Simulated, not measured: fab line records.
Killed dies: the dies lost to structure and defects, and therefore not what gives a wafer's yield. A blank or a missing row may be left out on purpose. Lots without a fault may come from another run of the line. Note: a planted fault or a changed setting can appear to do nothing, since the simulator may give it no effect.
Matching of chambers | flow n5_finfet | rie_diel-03 running N5_BEOL_M2_VIA_ETCH_34: 4 sister chambers
The step etches the open film in C4F6/O2, target depth 69.4 nm, time 65.9 s. 24 wafers are shown with their chamber, then 12 later ones without.

## WAFERS WITH THEIR CHAMBER
wafer  | chamber | showerhead_plenum_p_Torr (Torr) | throttle_valve_pct (%) | drypump_motor_current_A (A)
L075.3 | 3       | 2.80                            | 30.4                   | 5.3
L075.5 | 1       | 2.77                            | 31.3                   | 6.0
L075.6 | 2       | 2.76                            | 30.8                   | 5.2
L077.3 | 0       | 3.04                            | 30.8                   | 5.5
L077.4 | 1       | 2.77                            | 31.3                   | 6.1
L077.6 | 0       | 3.03                            | 30.8                   | 5.5
L079.4 | 3       | 2.79                            | 30.3                   | 5.3
L079.5 | 0       | 3.03                            | 30.8                   | 5.5
L079.6 | 3       | 2.79                            | 30.4                   | 5.3
L083.4 | 3       | 2.79                            | 30.4                   | 5.4
L083.5 | 2       | 2.76                            | 30.8                   | 5.2
L083.6 | 3       | 2.79                            | 30.3                   | 5.3
L084.4 | 1       | 2.76                            | 31.3                   | 6.0
L084.5 | 3       | 2.79                            | 30.4                   | 5.3
L084.6 | 0       | 3.03                            | 30.8                   | 5.5
L086.2 | 1       | 2.76                            | 31.3                   | 6.0
L086.3 | 3       | 2.79                            | 30.4                   | 5.3
L086.6 | 3       | 2.79                            | 30.4                   | 5.3
L087.2 | 2       | 2.75                            | 30.9                   | 5.2
L087.4 | 3       | 2.79                            | 30.4                   | 5.4
L087.5 | 3       | 2.78                            | 30.4                   | 5.3
L089.2 | 2       | 2.75                            | 30.9                   | 5.2
L089.4 | 3       | 2.78                            | 30.4                   | 5.4
L089.5 | 0       | 3.02                            | 30.8                   | 5.5

SIGNATURES, as means of the wafers listed above
reading                  | chamber 0 | chamber 1 | chamber 2 | chamber 3 | scatter within a chamber
showerhead_plenum_p_Torr | 3.0300    | 2.7650    | 2.7550    | 2.7891    | 0.00588
throttle_valve_pct       | 30.800    | 31.300    | 30.850    | 30.382    | 0.0363
drypump_motor_current_A  | 5.500     | 6.025     | 5.200     | 5.327     | 0.0383
Rule: a wafer lies at a distance from a chamber equal to the root of the sum of squares, over the readings, of (its reading less the chamber's mean, divided by the reading's scatter). The wafer belongs to the nearest chamber; if the next one is less than 2 further off, it can't be placed. The scatter: the root of (the sum of the squares of (reading less its chamber's mean) over the shown wafers, divided by (wafers less chambers)).

## WAFERS WHOSE CHAMBER IS MISSING
wafer  | showerhead_plenum_p_Torr (Torr) | throttle_valve_pct (%) | drypump_motor_current_A (A)
L090.1 | 2.76                            | 31.3                   | 6.0
L090.4 | 2.78                            | 30.4                   | 5.3
L090.5 | 3.02                            | 30.8                   | 5.5
L094.2 | 2.78                            | 30.4                   | 5.4
L094.4 | 3.02                            | 30.8                   | 5.5
L094.5 | 2.75                            | 31.3                   | 6.0
L095.2 | 2.74                            | 30.9                   | 5.2
L095.3 | 3.02                            | 30.8                   | 5.5
L095.4 | 2.78                            | 30.4                   | 5.4
L096.2 | 2.75                            | 31.3                   | 6.0
L096.3 | 3.02                            | 30.8                   | 5.5
L096.6 | 3.02                            | 30.8                   | 5.5

## WHICH CHAMBER EACH WENT THROUGH
wafer  | from the rows above | in truth
L090.1 | 1                   | 1
L090.4 | 3                   | 3
L090.5 | 0                   | 0
L094.2 | 3                   | 3
L094.4 | 0                   | 0
L094.5 | 1                   | 1
L095.2 | 2                   | 2
L095.3 | 0                   | 0
L095.4 | 3                   | 3
L096.2 | 1                   | 1
L096.3 | 0                   | 0
L096.6 | 0                   | 0
Correctly placed: 12 of 12. Not placeable from these rows: 0. Placed wrongly: 0.
